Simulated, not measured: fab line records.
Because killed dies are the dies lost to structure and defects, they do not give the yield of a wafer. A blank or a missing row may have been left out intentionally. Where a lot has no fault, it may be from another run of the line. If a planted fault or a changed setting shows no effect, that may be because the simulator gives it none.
Matching of chambers | flow n5Finfet | rieDiel-04 running N5_BEOL_M0_STRIP_142: 4 sister chambers
The step strips in N2/H2, time 10 s. 4 wafers are shown with their chamber, then 10 later ones without.

## EACH WAFER AND ITS CHAMBER
wafer  | chamber | throttleValvePct (%)
L089.3 | 2       | 23.95
L089.6 | 1       | 23.36
L092.1 | 3       | 23.77
L092.4 | 0       | 23.74

## WAFERS WITHOUT THEIR CHAMBER
wafer  | throttleValvePct (%)
L092.6 | 23.75
L094.1 | 23.78
L094.2 | 23.39
L094.3 | 23.73
L094.4 | 23.72
L094.5 | 23.77
L094.6 | 23.40
L097.2 | 23.74
L097.3 | 23.78
L097.6 | 23.77

## WHICH CHAMBER EACH WENT THROUGH
wafer  | from the rows above     | in truth
L092.6 | can't be placed: 0 or 3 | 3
L094.1 | can't be placed: 3 or 0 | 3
L094.2 | 1                       | 1
L094.3 | can't be placed: 0 or 3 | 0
L094.4 | can't be placed: 0 or 3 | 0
L094.5 | can't be placed: 3 or 0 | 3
L094.6 | 1                       | 1
L097.2 | can't be placed: 0 or 3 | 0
L097.3 | can't be placed: 3 or 0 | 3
L097.6 | can't be placed: 3 or 0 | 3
Placed correctly: 2 of 10. Cannot be placed on the basis of these rows: 8; the candidates contain the true chamber in 8. 0 placed wrongly.
How it was worked out, from the rows above alone: a wafer's distance from a chamber is the root of the sum, over the readings, of the square of ((its reading less the chamber's mean) divided by the reading's scatter). If the next closest chamber is less than 2 further off than the closest, the wafer can't be placed; otherwise it belongs to the closest. A chamber's mean is the mean of its shown wafers. The scatter: root of mean squared gap, hidden wafer to nearest shown wafer, with one shown wafer a chamber.
